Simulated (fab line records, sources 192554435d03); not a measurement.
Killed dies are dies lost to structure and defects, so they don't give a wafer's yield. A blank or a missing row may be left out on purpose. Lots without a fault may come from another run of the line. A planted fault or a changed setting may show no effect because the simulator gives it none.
fab line records | flow n5_finfet
record lots=7 wafers=39
route steps=1938 shown FIN_SAQP@147 DUMMY_GATE@220 GATE_CUT@493
start_h: hours from the record's first day to the start of the lot's first wafer shown | wait_h: hours since the lot's step before | " the same as in the row above | L1.1+2: a row that stands for several wafers | - no value, or no start given | * or withheld: withheld | < > ~ a bound
route shown NAME@n: a module of which the file shows steps, and the number in the route of the first | usual: mean/standard deviation of fault-free wafers | same: alike in all rows | chamber/n: place in a boat | sites: the reading at each site | _std_site: their standard deviation | _edge_site: outer sites' mean less inner sites' | radius_mm: how far each site lies from the wafer's centre | mask NAME#n: copy n | behind: the tool/chamber that last shaped the wafer | hold: why the lot was held/for how many hours/how that ended | device: the transistor (n, p or np) that didn't switch | end of line: the same wafers' tests at the end of the route | a step without rows: its recipe alone | killed: dies lost to structure and defects at the first sort, not the wafer's yield | map: a wafer's dies, x killed, . not, _ none there
set.NAME: the setting as run; set.NAME@STEP: as run at that earlier step | model.NAME: the simulator's own value behind a step, which no gauge read
lots whose settings were changed on purpose; a table a step, a row a wafer
## steps
# step N5_FIN_SAQP_FIN_ETCH_36
# recipe chemistry=HBr/Cl2/O2 target_depth_a=1200 mask_material=SiNx time_s=50.4 bias_w=102 pressure_mtorr=10 icp_w=800 HBr_flow_sccm=150 Cl2_flow_sccm=80 O2_flow_sccm=12
# usual oes_product_au=1.009/0.016
# columns lot.wafer tool chamber start_h wait_h set.icp_w oes_product_au model.FIN_SAQP.feature_depth_nm model.etch.depth_nm
L074.1 rie_si-05 1 28.37 0.0 659 0.942 108.6 108.5
L074.2 " 2 " " 659 0.939 109.4 109.4
L074.3 " 3 " " 659 0.966 111.6 111.6
L074.4 " 0 " " 800 1.024 122.4 122.3
L074.5 " 3 " " 800 1.017 121 121.1
L074.6 " 2 " " 800 0.998 119.2 119.3
L076.3 rie_si-03 1 39.32 0.0 800 1.021 120 120
L076.4 " 3 " " 800 0.984 119.8 119.7
L076.6 " 1 " " 800 1.022 121 121
L082.1 rie_si-02 0 75.19 0.0 800 1.022 122.8 122.8
L082.2 " 3 " " 800 1.020 121.8 121.8
L082.3 " 2 " " 926.1 1.083 131.8 131.8
L082.4 " 1 " " 926.1 1.045 129.2 129.3
L082.5 " 2 " " 926.1 1.085 132 132
L082.6 " 1 " " 800 1.002 121 120.9
L084.1 rie_si-05 3 86.53 0.0 898.6 1.048 126.4 126.5
L084.2 " 1 " " 800 1.003 119 119
L084.3 " 0 " " 898.6 1.059 127.8 127.7
L084.4 " 2 " " 800 0.999 119 118.9
L084.5 " 2 " " 800 0.987 118.2 118.3
L084.6 " 3 " " 898.6 1.054 127.6 127.6
L087.1 rie_si-03 3 103.79 0.0 942 1.045 129.6 129.6
L087.2 " 2 " " 800 0.999 118.8 118.9
L087.3 " 1 " " 942 1.081 130.2 130.1
L087.4 " 0 " " 800 0.993 121.6 121.5
L087.5 " 0 " " 800 0.984 120.8 120.9
L087.6 " 1 " " 942 1.081 129.8 129.8
L092.1 rie_si-02 0 133.53 0.0 800 1.025 122.6 122.5
L092.2 " 3 " " 800 1.016 122.2 122.1
L092.3 " 2 " " 800 1.033 123 123
L092.4 " 1 " " 800 0.999 120.2 120.2
L092.5 " 3 " " 800 1.010 120.8 120.7
L092.6 " 0 " " 800 1.027 122.4 122.4
L095.1 rie_si-05 0 153.12 0.0 755.4 0.990 118 118.1
L095.2 " 3 " " 755.4 0.982 116 116
L095.3 " 1 " " 755.4 0.987 115.2 115.1
L095.4 " 2 " " 800 0.996 119.8 119.8
L095.5 " 3 " " 800 1.011 119.6 119.6
L095.6 " 0 " " 800 1.022 120.8 120.8
# step N5_FIN_SAQP_PRECLEAN_38
# recipe chemistry=O3/DIW time_s=45 temp_c=22 o3_ppm=10
# step N5_FIN_SAQP_PRECLEAN_45
# recipe chemistry=dHF time_s=10 dilution=500:1 temp_c=25
# step N5_FIN_SAQP_SRD_39
# recipe dry=ipa_marangoni time_s=30 temp_c=23 rinse_liquid=diw
# step N5_FIN_SAQP_OCD_MEAS_76
# usual trench_depth_nm=120.6/1.5
# columns lot.wafer tool chamber start_h wait_h set.icp_w@FIN_SAQP_FIN_ETCH_36 trench_depth_nm
L074.1 ocd-01 - 28.59 0.0 659 108.3
L074.2 " - " " 659 109.4
L074.3 " - " " 659 111.6
L074.4 " - " " 800 122.1
L074.5 " - " " 800 121.3
L074.6 " - " " 800 119.7
L076.3 ocd-01 - 39.54 0.0 800 119.8
L076.4 " - " " 800 120.3
L076.6 " - " " 800 120.8
L082.1 ocd-02 - 75.41 0.0 800 122.3
L082.2 " - " " 800 122.0
L082.3 " - " " 926.1 132.6
L082.4 " - " " 926.1 128.8
L082.5 " - " " 926.1 131.8
L082.6 " - " " 800 120.4
L084.1 ocd-02 - 86.75 0.0 898.6 126.5
L084.2 " - " " 800 118.7
L084.3 " - " " 898.6 127.6
L084.4 " - " " 800 119.3
L084.5 " - " " 800 118.6
L084.6 " - " " 898.6 127.4
L087.1 ocd-02 - 104.01 0.0 942 129.3
L087.2 " - " " 800 119.3
L087.3 " - " " 942 130.0
L087.4 " - " " 800 121.4
L087.5 " - " " 800 120.3
L087.6 " - " " 942 129.6
L092.1 ocd-02 - 133.75 0.0 800 122.7
L092.2 " - " " 800 121.8
L092.3 " - " " 800 123.2
L092.4 " - " " 800 120.2
L092.5 " - " " 800 120.4
L092.6 " - " " 800 122.7
L095.1 ocd-02 - 153.36 0.0 755.4 118.5
L095.2 " - " " 755.4 116.2
L095.3 " - " " 755.4 114.8
L095.4 " - " " 800 119.3
L095.5 " - " " 800 119.7
L095.6 " - " " 800 120.2
# step N5_DUMMY_GATE_HM_DEP_06
# recipe material=SiNx target_thk_a=800 precursor=DCS/NH3 temp_c=700 pressure_mtorr=300 time_s=5141
# columns lot.wafer tool chamber start_h wait_h set.target_thk_a model.SiNx_of_DUMMY_GATE_HM_DEP_06.thk_nm
L074.1+6 - - - 0.0 800 80.4
L074.2+5 " - " " 800 81
L074.3 " - " " 800 81.6
L074.4 " - " " 800 80.6
L076.3 lpcvd-02 1/25 54.60 0.0 800 79.6
L076.4 " 1/29 " " 800 79.2
L076.6 " 1/39 " " 800 80.2
L082.1+2 - - - 0.0 800 79.6
L082.3 " - " " 800 79.8
L082.4 " - " " 800 80.4
L082.5 " - " " 800 80
L082.6 " - " " 800 79.4
L084.1 - - - 0.0 887.2 87
L084.2+6 " - " " 887.2 87.2
L084.3+4+5 " - " " 887.2 87.6
L087.1 - - - 0.0 800 78
L087.2+6 " - " " 800 78.6
L087.3 " - " " 800 78.2
L087.4 " - " " 800 79.4
L087.5 " - " " 800 79.2
L092.1+4 - - - 0.0 800 80.4
L092.2 " - " " 800 81.6
L092.3+5 " - " " 800 80.8
L092.6 " - " " 800 81
L095.1+3 - - - 0.0 759.8 75.2
L095.2 " - " " 759.8 75
L095.4 " - " " 759.8 75.8
L095.5 " - " " 759.8 75.6
L095.6 " - " " 759.8 76.2
# step N5_DUMMY_GATE_ETCH_37
# recipe chemistry=N2/H2 target=SOC target_depth_a=600 overetch_a=300 temp_c=40 ion_energy_ev=200 pressure_mtorr=30 source_w=840 bias_w=150 n2_flow_sccm=200 h2_flow_sccm=200
# usual rf_vpp_V=524.4/2.5
# columns lot.wafer tool chamber start_h wait_h set.source_w rf_vpp_V
L074.1 rie_diel-04 1 48.07 0.0 840 528.2
L074.2 " 3 " " 840 523.2
L074.3 " 2 " " 915.1 511.5
L074.4 " 0 " " 915.1 512.2
L074.5 " 3 " " 840 522.9
L074.6 " 2 " " 915.1 509.8
L076.3 rie_diel-05 3 59.52 0.0 840 521.6
L076.4 " 1 " " 840 526.5
L076.6 " 2 " " 840 522.4
L082.1 rie_diel-05 0 98.51 0.0 793.6 536.2
L082.2 " 1 " " 840 523.9
L082.3 " 2 " " 793.6 532.5
L082.4 " 3 " " 793.6 531.2
L082.5 " 3 " " 840 520.6
L082.6 " 2 " " 840 519.9
L084.1 rie_diel-02 1 108.86 0.0 840 526.1
L084.2 " 2 " " 972.4 502.3
L084.3 " 0 " " 840 525.9
L084.4 " 3 " " 840 519.7
L084.5 " 3 " " 972.4 493.5
L084.6 " 0 " " 972.4 500.5
L087.1 rie_diel-02 1 123.17 0.0 721.2 552.3
L087.2 " 0 " " 840 525.4
L087.3 " 2 " " 840 526.9
L087.4 " 1 " " 721.2 553.2
L087.5 " 0 " " 840 524.1
L087.6 " 2 " " 721.2 553.7
L092.1 rie_diel-02 2 154.84 0.0 994.6 499.6
L092.2 " 0 " " 994.6 495.4
L092.3 " 3 " " 994.6 499.0
L092.4 " 1 " " 840 527.6
L092.5 " 3 " " 840 526.7
L092.6 " 0 " " 840 523.9
L095.1 rie_diel-02 0 179.75 0.0 840 522.8
L095.2 " 3 " " 840 527.5
L095.3 " 2 " " 840 527.1
L095.4 " 1 " " 840 525.0
L095.5 " 3 " " 840 529.2
L095.6 " 0 " " 840 525.0
# step N5_GATE_CUT_ETCH_37
# recipe chemistry=N2/H2 target=SOC target_depth_a=600 overetch_a=120 mask_material=SiARC temp_c=40 time_s=90 ion_energy_ev=200 pressure_mtorr=30 source_w=840 bias_w=150 n2_flow_sccm=200 h2_flow_sccm=200
# usual rf_vpp_V=524.7/2.2
# columns lot.wafer tool chamber start_h wait_h set.bias_w rf_vpp_V model.SiARC_of_GATE_CUT_COAT_35.thk_nm
L074.1 rie_diel-05 3 86.83 0.0 126.4 466.4 6.8
L074.2 " 2 " " 126.4 467.6 6.8
L074.3 " 0 " " 150 526.0 6
L074.4 " 1 " " 150 525.3 6
L074.5 " 1 " " 150 525.9 6
L074.6 " 2 " " 126.4 467.8 7
L082.1 rie_diel-04 0 134.69 0.0 150 525.6 5.8
L082.2 " 3 " " 150 522.7 6
L082.3 " 1 " " 150 527.5 6.2
L082.4 " 0 " " 150 527.2 5.8
L082.5 " 3 " " 150 522.5 6
L082.6 " 1 " " 150 525.4 6.2
L084.1 rie_diel-05 2 145.53 0.0 150 519.8 6.2
L084.2 " 3 " " 150 521.1 6
L084.3 " 1 " " 150 525.8 6
L084.4 " 0 " " 150 525.7 6
L084.5 " 2 " " 150 521.0 6.2
L084.6 " 1 " " 150 524.3 6
L087.1 rie_diel-05 2 160.08 0.0 150 520.2 6.2
L087.2 " 0 " " 150 525.1 6
L087.3 " 3 " " 150 520.3 6
L087.4 " 1 " " 150 524.9 6
L087.5 " 2 " " 150 521.2 6.2
L087.6 " 1 " " 150 525.5 6
L092.1 rie_diel-02 3 191.08 0.0 159.8 549.8 5.6
L092.2 " 1 " " 150 526.0 5.8
L092.3 " 0 " " 150 522.7 6.2
L092.4 " 2 " " 159.8 546.1 5.4
L092.5 " 2 " " 159.8 548.1 5.6
L092.6 " 1 " " 150 524.9 6
L076.3 rie_diel-04 1 202.93 0.0 150 527.4 6.4
L076.4 " 0 " " 150 525.7 6
L076.6 " 3 " " 150 523.6 6
L095.1 rie_diel-04 2 217.58 0.0 163 552.5 5.4
L095.2 " 3 " " 163 549.7 5.6
L095.3 " 0 " " 150 525.9 5.8
L095.4 " 2 " " 150 524.8 5.8
L095.5 " 3 " " 150 523.3 6
L095.6 " 0 " " 163 555.4 5.4
# step N5_GATE_CUT_CUT_ETCH_54
# recipe chemistry=Cl2/BCl3 target=TiN mask_material=SiO2 target_depth_a=967 pressure_mtorr=10 icp_w=1000 bias_w=126 Cl2_flow_sccm=53.25 bcl3_flow_sccm=21.75 Ar_flow_sccm=25 ends=cleared
# usual etch_rf_on_time_s=36.5/0.44
# columns lot.wafer tool chamber start_h wait_h set.bias_w etch_rf_on_time_s
L074.1 rie_metal-02 0 87.20 0.0 126 36.5
L074.2 " 1 " " 142.6 35.3
L074.3 " 1 " " 142.6 35.4
L074.4 " 0 " " 126 36.7
L074.5 " 1 " " 126 37.1
L074.6 " 0 " " 142.6 35.0
L082.1 rie_metal-03 0 135.06 0.0 126 36.3
L082.2 " 1 " " 126 36.5
L082.3 " 1 " " 126 36.7
L082.4 " 0 " " 134.7 35.2
L082.5 " 0 " " 134.7 35.6
L082.6 " 1 " " 134.7 35.6
L084.1 rie_metal-03 0 145.90 0.0 137.2 35.0
L084.2 " 1 " " 126 36.5
L084.3 " 0 " " 137.2 35.5
L084.4 " 1 " " 126 36.5
L084.5 " 0 " " 137.2 35.3
L084.6 " 1 " " 126 36.2
L087.1 rie_metal-03 1 160.45 0.0 126 36.8
L087.2 " 0 " " 137.3 35.1
L087.3 " 1 " " 137.3 35.7
L087.4 " 0 " " 137.3 35.3
L087.5 " 0 " " 126 36.2
L087.6 " 1 " " 126 36.8
L092.1 rie_metal-03 1 191.51 0.1 126 36.7
L092.2 " 1 " " 126 36.6
L092.3 " 1 " " 126 36.4
L092.4 " 1 " " 126 36.5
L092.5 " 1 " " 126 37.2
L092.6 " 1 " " 126 36.7
L076.3 rie_metal-01 0 203.32 0.0 126 35.0
L076.4 " 1 " " 126 36.5
L076.6 " 1 " " 126 36.4
L095.1 rie_metal-03 1 217.97 0.1 126 37.3
L095.2 " 0 " " 132.5 35.8
L095.3 " 0 " " 132.5 35.5
L095.4 " 1 " " 126 36.8
L095.5 " 0 " " 126 36.6
L095.6 " 1 " " 132.5 36.2
## key
split step=N5_FIN_SAQP_FIN_ETCH_36 setting=icp_w stated=800 by=wafer
response step=N5_FIN_SAQP_FIN_ETCH_36 reading=oes_product_au change=+0.004 per=1% r=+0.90
response step=N5_FIN_SAQP_FIN_ETCH_36 reading=model.FIN_SAQP.feature_depth_nm change=+0.597 per=1% r=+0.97
response step=N5_FIN_SAQP_FIN_ETCH_36 reading=model.etch.depth_nm change=+0.598 per=1% r=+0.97
response step=N5_FIN_SAQP_OCD_MEAS_76 reading=trench_depth_nm change=+0.598 per=1% r=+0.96
split step=N5_DUMMY_GATE_HM_DEP_06 setting=target_thk_a stated=800 by=lot
response step=N5_DUMMY_GATE_HM_DEP_06 reading=model.SiNx_of_DUMMY_GATE_HM_DEP_06.thk_nm change=+0.723 per=1% r=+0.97
split step=N5_DUMMY_GATE_ETCH_37 setting=source_w stated=840 by=wafer
response step=N5_DUMMY_GATE_ETCH_37 reading=rf_vpp_V change=-1.66 per=1% r=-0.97
split step=N5_GATE_CUT_ETCH_37 setting=bias_w stated=150 by=wafer
response step=N5_GATE_CUT_ETCH_37 reading=rf_vpp_V change=+3.6 per=1% r=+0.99
response step=N5_GATE_CUT_ETCH_37 reading=model.SiARC_of_GATE_CUT_COAT_35.thk_nm change=-0.0552 per=1% r=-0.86
split step=N5_GATE_CUT_CUT_ETCH_54 setting=bias_w stated=126 by=wafer
response step=N5_GATE_CUT_CUT_ETCH_54 reading=etch_rf_on_time_s change=* per=1% r=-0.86
